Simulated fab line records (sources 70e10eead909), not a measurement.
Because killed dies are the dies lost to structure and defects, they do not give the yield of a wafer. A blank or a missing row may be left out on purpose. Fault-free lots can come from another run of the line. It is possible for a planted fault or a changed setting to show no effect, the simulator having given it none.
Struck lot and sound lot, side by side	flow nandHarc	13 out of 1159 route steps
Sound: these wafers, L612.1, L612.3, L612.5. Wafers L626.2, L626.4, L626.6 were the ones struck. The cause is named last.
Order at every step that has rows: each side's tool, ch and its chambers, its first start. Under that, the readings that differ: sound wafers	struck wafers	difference of the means	sigmas: that difference in standard deviations of wafers without a fault.
alike: same words and numbers on both sides, and readings whose means sit less than 2 such deviations apart. not compared: any withheld reading, any reading some wafer has no value for, any bound like >300 that may hide the same value, and any number with overlapping values for which the record gives no deviation.
A row with sigmas, a row that says differs or no value, or rows on one side alone: a step with any of these is where the two part. Numbers that have no deviation but don't overlap get no sigmas and don't part them. A reading that every wafer of one side lacks parts them only if that side has two wafers or more.

NHARC_A_ZERO_WELL_INSPECT_17:
  sound on defectInspect-02, day 7 06:10; struck on defectInspect-01, day 10 17:22
reading	sound	struck	difference	sigmas
rawDefectCount	9 7 9	22 25 17	+13	+2
then, 3 steps without rows for these wafers: NHARC_A_SOURCE_PLATE_PRECLEAN_00 (cleans in HF-LAST, time 60 s); NHARC_A_SOURCE_PLATE_SRD_01; NHARC_A_SOURCE_PLATE_OXIDE_02 (material SiO2, target thk 10 nm, ox time 1362 s).
NHARC_A_SOURCE_PLATE_THK_MEAS_09: measures by ellipsometry.
  sound on filmMetro-01, day 7 12:18; struck on filmMetro-01, day 10 23:19
  alike: thkNm
then, 3 steps without rows for these wafers: NHARC_A_SOURCE_PLATE_PVD_04 (deposits WSi2, target thk 50 nm); NHARC_A_SOURCE_PLATE_CVD_03 (deposits poly-Si, target thk 200 nm, time 4000 s); NHARC_A_SOURCE_PLATE_ANNEAL_05 (time 1800 s).
NHARC_A_SOURCE_PLATE_THK_MEAS_06: measures by ellipsometry.
  sound on filmMetro-01, day 8 04:43; struck on filmMetro-02, day 11 12:31
  alike: thkNm
NHARC_A_SOURCE_PLATE_INSPECT_08:
  sound on defectInspect-02, day 8 04:49; struck on defectInspect-02, day 11 12:36
  alike: rawDefectCount
NHARC_A_ONON_D1_DEP_00: target thk 1000 nm.
  sound on pecvdOnon-01 ch 0, day 8 04:52; struck on pecvdOnon-02 ch 0, day 11 13:01
  alike: n2FlowSccm
NHARC_A_ONON_D1_THK_MEAS_02: measures by ellipsometry.
  sound on filmMetro-02, day 8 05:23; struck on filmMetro-02, day 11 13:29
reading	sound	struck	difference	sigmas
thkNm (nm)	1000 999 1000	938 938 939	-61	-7
after that, 1 step with no rows for these wafers: NHARC_A_ONON_D1_DEP_03 (target thk 1000 nm).

== WHERE THEY PART ==
Earliest at NHARC_A_ZERO_WELL_INSPECT_17; latest, in this record, at NHARC_A_ONON_D1_THK_MEAS_02.

WHY: whatever the simulator had introduced
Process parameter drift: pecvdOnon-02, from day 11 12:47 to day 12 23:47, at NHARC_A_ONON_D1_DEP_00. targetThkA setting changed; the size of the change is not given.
